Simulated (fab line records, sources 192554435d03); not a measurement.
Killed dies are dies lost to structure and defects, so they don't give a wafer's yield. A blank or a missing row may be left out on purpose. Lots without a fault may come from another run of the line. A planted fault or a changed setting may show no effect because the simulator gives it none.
Split-lot experiment | flow n5_finfet | 7 lots, 21 wafers read, on a route of 1938 steps

THE SPLIT
At N5_BEOL_M15_EXPOSE_07 (exposes mask V14), the setting dose_mj was moved away from the recipe's 41.25 on 5 of the 21 wafers read, by -6.6% to +5.3%. The other wafers ran this setting at the recipe's value.

FROM THE SPLIT TO THE READING: what the file shows between them, 6 steps
- N5_BEOL_M15_PEB_08: peb time 90 s
- N5_BEOL_M15_DEVELOP_09: develop time 45 s
- N5_BEOL_M15_HARDBAKE_14: time 120 s
- N5_BEOL_M15_CD_MEAS_10: target cd 360 nm
- N5_BEOL_M15_STRIP_65: strips in post etch residue remover, time 60 s
- N5_BEOL_M15_SRD_66: time 30 s, dry time 30 s

THE READING
cd_nm, in nm, at N5_BEOL_M15_CD_MEAS_17 (target cd 360 nm). Fault-free wafers of this fab line usually give 361.4 nm, standard deviation 1.8 nm.

wafer  | tool, chamber at the split | dose_mj as run | against the recipe | cd_nm, nm | against lot-mates on the recipe
L075.1 | krf_scanner-02, 0          | 43.45          | +5.3%              | 370.2     | +7.8
L075.3 | krf_scanner-02, 0          | 41.25          | recipe             | 364.7     | -
L075.4 | krf_scanner-02, 0          | 41.25          | recipe             | 360.2     | -
L083.1 | krf_scanner-01, 0          | 41.25          | recipe             | 360.8     | -
L083.3 | krf_scanner-01, 0          | 41.25          | recipe             | 364.3     | -
L083.4 | krf_scanner-01, 0          | 41.25          | recipe             | 364.0     | -
L085.1 | krf_scanner-01, 0          | 40.25          | -2.4%              | 354.4     | -9.6
L085.3 | krf_scanner-01, 0          | 41.25          | recipe             | 364.4     | -
L085.4 | krf_scanner-01, 0          | 41.25          | recipe             | 363.6     | -
L088.1 | krf_scanner-02, 0          | 41.25          | recipe             | 359.6     | -
L088.3 | krf_scanner-02, 0          | 38.53          | -6.6%              | 348.7     | -11.7
L088.6 | krf_scanner-02, 0          | 41.25          | recipe             | 361.2     | -
L091.1 | krf_scanner-01, 0          | 41.25          | recipe             | 361.5     | -
L091.4 | krf_scanner-01, 0          | 43.29          | +4.9%              | 367.3     | +5.8
L091.5 | krf_scanner-01, 0          | 43.29          | +4.9%              | 367.3     | +5.8
L095.3 | krf_scanner-02, 0          | 41.25          | recipe             | 361.1     | -
L095.4 | krf_scanner-02, 0          | 41.25          | recipe             | 362.4     | -
L095.6 | krf_scanner-02, 0          | 41.25          | recipe             | 359.2     | -
L096.1 | krf_scanner-02, 0          | 41.25          | recipe             | 360.1     | -
L096.5 | krf_scanner-02, 0          | 41.25          | recipe             | 363.2     | -
L096.6 | krf_scanner-02, 0          | 41.25          | recipe             | 358.7     | -

THE FIT
A straight line over all 21 wafers: cd_nm changes by +1.63 nm for each +1% of dose_mj; r = +0.89; the points scatter about the line by 2.1 nm.
The same after taking each lot's own level away (the mean of its wafers on the recipe; 21 wafers): +1.6 nm for each +1%; r = +0.90; scatter 1.9 nm.
On that fit, the largest move of dose_mj shifts the reading by 11 nm.
The lots' own levels span 360.40 to 364.00 nm, that is 2.0 times the standard deviation above.
So the lot-to-lot level changes the slope little: the two slopes agree.
Check: with one of the wafers moved furthest among these (-6.6%) left out of the fit, the line predicts -10.7 nm for it against its lot-mates. It came out at -11.7 nm against them.

OTHER SPLITS ON THESE WAFERS
These wafers also went through other splits before the reading. Each is held against what the fit with the lots' levels taken away leaves over:
other split on the same wafers    | wafers away from the commonest value | r with cd_nm (lot level and that fit taken away)
N5_BEOL_M11_CURE_72 time_s        | 7                                    | +0.11
N5_BEOL_M12_CMP_49 down_force_psi | 4                                    | +0.45
N5_BEOL_M13_ETCH_68 time_s        | 8                                    | +0.38
N5_BEOL_M13_TRENCH_ETCH_34 time_s | 5                                    | +0.25
N5_BEOL_M14_DEP_53 time_s         | 7                                    | +0.15

THE WHOLE CHAIN: every reading that the file lists as answering this split, in the file's order
step                   | what it does     | reading | change (the file's fit)              | r (the file's)
N5_BEOL_M15_CD_MEAS_10 | target cd 360 nm | cd_nm   | +1.63 nm for each +1% of the setting | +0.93
N5_BEOL_M15_CD_MEAS_17 | target cd 360 nm | cd_nm   | +1.67 nm for each +1% of the setting | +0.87

THE FILE'S OWN FIT
cd_nm changes by +1.67 nm for each +1% of dose_mj, r = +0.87.
